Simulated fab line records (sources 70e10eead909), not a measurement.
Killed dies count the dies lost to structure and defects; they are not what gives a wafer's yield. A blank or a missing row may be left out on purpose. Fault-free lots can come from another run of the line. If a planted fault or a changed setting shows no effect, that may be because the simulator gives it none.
The tool behind it: which one? -- flow nand-harc -- Sampling: 6 lots, 18 wafers, 2 of 1302 route steps

== WHAT THE GAUGES READ, wafer by wafer ==
NHARC_P_ZERO_WELL_CD_MEAS_11 targets a cd of 500 nm.
lot,measured,on,cd-nm (nm)
L617,day 2 17:15,cd-sem-01,499.8 498.1 500.4
L621,day 4 09:17,cd-sem-03,499.0 497.7 495.0
L626,day 6 11:07,cd-sem-03,491.2 489.1 490.4
L632,day 8 23:14,cd-sem-01,493.0 490.8 492.0
L635,day 10 05:08,cd-sem-03,498.0 500.8 498.9
L637,day 11 01:07,cd-sem-01,501.7 499.7 499.8

== WHICH TOOL RAN EACH LOT (tool, then ch and the chambers of the sampled wafers, then the start) ==
lot,NHARC_P_ZERO_WELL_EXPOSE_08
L617,"krf-scanner-03 ch 0, day 2 17:06"
L621,"krf-scanner-01 ch 0, day 4 09:08"
L626,"krf-scanner-04 ch 0, day 6 10:58"
L632,"krf-scanner-04 ch 0, day 8 23:05"
L635,"krf-scanner-01 ch 0, day 10 04:59"
L637,"krf-scanner-01 ch 0, day 11 00:59"
- NHARC_P_ZERO_WELL_EXPOSE_08: exposes mask P ZERO, target cd 500 nm.

== THE ANSWER, worked out from the rows above alone ==
Rule: usual is defined by the lots themselves. The widest of any qualifying gaps counts: lots, ordered by their means at a reading, are off when they make up no more than a third of the lots, leave a main group of 4 or more, and stand apart from it by 3 or more times the standard deviation of that group's means. If all means in a main group match to the digits the tables above print for the reading, that group is not used. Also off: a lot with no number at a reading for which 4 or more lots have one. All remaining lots with rows at the step are treated as sound.
Off: L626, L632, at NHARC_P_ZERO_WELL_CD_MEAS_11 (cd-nm). For the main group the mean is 499.1 nm and the standard deviation 1.2.
A tool fits if, at a process step before that reading, it ran every lot that is off, and no sound lot after the first of them. Those tools and the gauges at NHARC_P_ZERO_WELL_CD_MEAS_11 are tried in the same way. One fits: krf-scanner-04 at NHARC_P_ZERO_WELL_EXPOSE_08. It ran no sound lot before its first lot that is off in this sample, so the start can't be narrowed down.

== WHAT HAD BEEN PUT IN BY THE SIMULATOR ==
Process parameter drift: krf-scanner-04, from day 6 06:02 on, at NHARC_P_ZERO_WELL_EXPOSE_08. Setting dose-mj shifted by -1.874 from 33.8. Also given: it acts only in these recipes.
Lots struck among those shown: L626, L632. The same result came from the rule above.
